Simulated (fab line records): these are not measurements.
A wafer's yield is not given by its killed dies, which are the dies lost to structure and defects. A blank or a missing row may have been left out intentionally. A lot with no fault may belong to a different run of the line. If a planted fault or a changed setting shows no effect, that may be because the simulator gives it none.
Which tool was responsible? -- flow n5Finfet -- 27 wafers from 9 lots sampled at 4 of the route's 1938 steps

== WHAT THE GAUGES READ, wafer by wafer ==
N5_DUMMY_GATE_INSPECT_27: inspects for defects (brightfield).
lot,measured,on,rawDefectCount
L794,day 4 12:39,defectInspect-02,472 448 277
L797,day 5 08:53,defectInspect-02,355 337 285
L801,day 6 08:20,defectInspect-01,266 285 246
L802,day 6 12:17,defectInspect-01,322 465 273
L804,day 6 21:58,defectInspect-01,250 218 229
L807,day 7 22:53,defectInspect-02,851 850 813
L808,day 7 23:41,defectInspect-01,260 183 198
L809,day 8 10:03,defectInspect-02,763 739 696
L811,day 8 20:04,defectInspect-02,370 438 249

== TOOL THAT RAN EACH LOT (tool first, then ch and the chambers of the sampled wafers, then the start) ==
lot,N5_DUMMY_GATE_ETCH_29,N5_DUMMY_GATE_ETCH_32,N5_DUMMY_GATE_STRIP_48
L794,"rieDiel-03 ch 0,1,2, day 4 11:34","rieSi-05 ch 0,2, day 4 12:10","rieDiel-03 ch 0,3, day 4 12:28"
L797,"rieDiel-04 ch 0,2,3, day 5 07:39","rieSi-05 ch 0,1,3, day 5 08:24","rieDiel-03 ch 0,2,3, day 5 08:42"
L801,"rieDiel-01 ch 2,3, day 6 07:01","rieSi-06 ch 1,2, day 6 07:47","rieDiel-01 ch 0,2,3, day 6 08:08"
L802,"rieDiel-04 ch 1,3, day 6 10:44","rieSi-05 ch 0,1,3, day 6 11:43","rieDiel-04 ch 0,1,3, day 6 12:06"
L804,"rieDiel-04 ch 1,3, day 6 20:52","rieSi-02 ch 1,3, day 6 21:28","rieDiel-04 ch 0,1, day 6 21:47"
L807,"rieDiel-04 ch 1,3, day 7 21:47","rieSi-05 ch 0,2, day 7 22:23","rieDiel-01 ch 2,3, day 7 22:42"
L808,"rieDiel-01 ch 1,2,3, day 7 22:31","rieSi-02 ch 1,2,3, day 7 23:12","rieDiel-01 ch 0,1,2, day 7 23:30"
L809,"rieDiel-04 ch 0,1,3, day 8 08:58","rieSi-05 ch 0,2,3, day 8 09:34","rieDiel-04 ch 0,1,2, day 8 09:52"
L811,"rieDiel-03 ch 2,3, day 8 18:43","rieSi-02 ch 0,1,3, day 8 19:28","rieDiel-01 ch 0,1,3, day 8 19:53"
- N5_DUMMY_GATE_ETCH_29: etches underlayer in N2/H2, target depth 13 nm.
- N5_DUMMY_GATE_ETCH_32: etches SiO2 in CF4, target depth 3.5 nm, time 3.9 s.
- N5_DUMMY_GATE_STRIP_48: strips in N2/H2, time 20 s.

== THE ANSWER, worked out from the rows above alone ==
Rule: the lots themselves supply what counts as usual. The widest of any qualifying gaps counts: lots, ordered by their means at a reading, are off when they make up no more than a third of the lots, leave a main group of 4 or more, and stand apart from it by 3 or more times the standard deviation of that group's means. If all means in a main group match to the digits the tables above print for the reading, that group is not used. Also off: a lot with no number at a reading for which 4 or more lots have one. The other lots that the step has rows for count as sound.
Off, at N5_DUMMY_GATE_INSPECT_27 on rawDefectCount: L807, L809. Main group: mean 306, sd 64.
A tool fits if, at a process step before that reading, it ran every lot that is off, and no sound lot after the first of them. The gauges at N5_DUMMY_GATE_INSPECT_27 are tried like those tools. Undecided on this evidence; 2 tools fit (rieDiel-04 at N5_DUMMY_GATE_ETCH_29, rieSi-05 at N5_DUMMY_GATE_ETCH_32).

== WHAT THE SIMULATOR HAD PUT IN ==
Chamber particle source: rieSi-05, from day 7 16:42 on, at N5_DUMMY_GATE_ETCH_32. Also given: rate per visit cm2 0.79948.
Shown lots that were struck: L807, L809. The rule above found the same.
